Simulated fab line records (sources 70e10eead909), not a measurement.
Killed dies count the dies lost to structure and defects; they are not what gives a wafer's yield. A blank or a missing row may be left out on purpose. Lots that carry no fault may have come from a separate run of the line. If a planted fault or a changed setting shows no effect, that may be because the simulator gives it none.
Code-filled problem report in 8D (eight disciplines) form -- flow nand-harc -- the parts of the form that need people (team, actions taken, sign-off) are left out

1. WHAT IS WRONG
killed-at-array at NHARC_END_SORT_01 reads a mean of 87 on 6 wafers of 2 lots; wafers without a fault read 28 with a standard deviation of 10. That is +5.9 standard deviations from the usual mean.
The first sign was on wafer L939.1 at day 21 06:40, on prober-02. Wafers with a number at this step in the record: 15, from 5 lots. By rule, "out" or "out of limits" means more than 4 standard deviations away from the usual mean. The rest of the wafers with a number are treated as sound.

2. WHAT IT IS, AND WHAT IT ISN'T
question,is,is not
which readings at this step,killed-at-array,"killed-at-other, killed-at-periphery, killed-open, killed-short"
which lots,"L939, L940","L945, L947, L948"
which wafers of those lots,all that have a number,-
read on which gauges,"prober-01, prober-02",-
when,from day 21 06:40,"up to then (0 sound wafers); but 9 sound wafers of L945, L947, L948 came after"

3. SUSPECTS, AND WHAT RULES EACH OUT
Counting: any tool at a process step up to the reading is kept as a suspect provided that every lot that is out went through it and no sound lot did after the first of them.
- the gauge at NHARC_END_SORT_01 has been ruled out. The wafers that are out were read on 2 gauges (prober-01, prober-02).
- rie-diel-10 at NHARC_A_STAIRCASE_STRIP_464 (strips in O2/COS): kept. It ran every lot that is out, first L939 (day 13 01:23), and no sound lot after that.
- rie-si-06 at NHARC_THIN_TSV_ETCH_15 (target depth 3000 nm, bosch target overetch cycles 2, bosch etch step 2.8 s): ruled out as a lasting fault. After its first lot that is out, L939 (day 20 16:20), sound lots L945, L948 ran on it.
After counting, what remains is rie-diel-10 at NHARC_A_STAIRCASE_STRIP_464.

4. THE CAUSE (what the simulator had put in)
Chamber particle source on rie-diel-10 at NHARC_A_STAIRCASE_STRIP_464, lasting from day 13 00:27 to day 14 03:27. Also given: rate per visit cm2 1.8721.
Counting left only this tool.

5. THE CHAIN OF EFFECTS, in route order
Rows list readings where the struck wafers' mean (over those with a number) sits beyond 3 standard deviations from the usual. Readings are gone through only where the record gives a usual standard deviation; hours: the median, over the lots, of the time from a lot's start at the first step in this table giving one to that lot's start at this step; sigmas: the change measured in usual standard deviations.
hours,step,reading,usual,on struck wafers,change,sigmas
0,NHARC_END_SORT_01,killed-at-array,28,87,+59,+5.9
0,NHARC_END_SORT_01,killed-dies,31,90,+59,+5.9

6. WHAT WOULD HAVE CAUGHT IT SOONER
In this record the first reading out of limits at a measuring or inspecting step was taken at day 21 06:40, 198 hours after the fault began at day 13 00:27.
Lots out: 2; all had begun NHARC_A_STAIRCASE_STRIP_464 on rie-diel-10 by day 21 06:40. A hold on the tool at that time would have spared none of them.
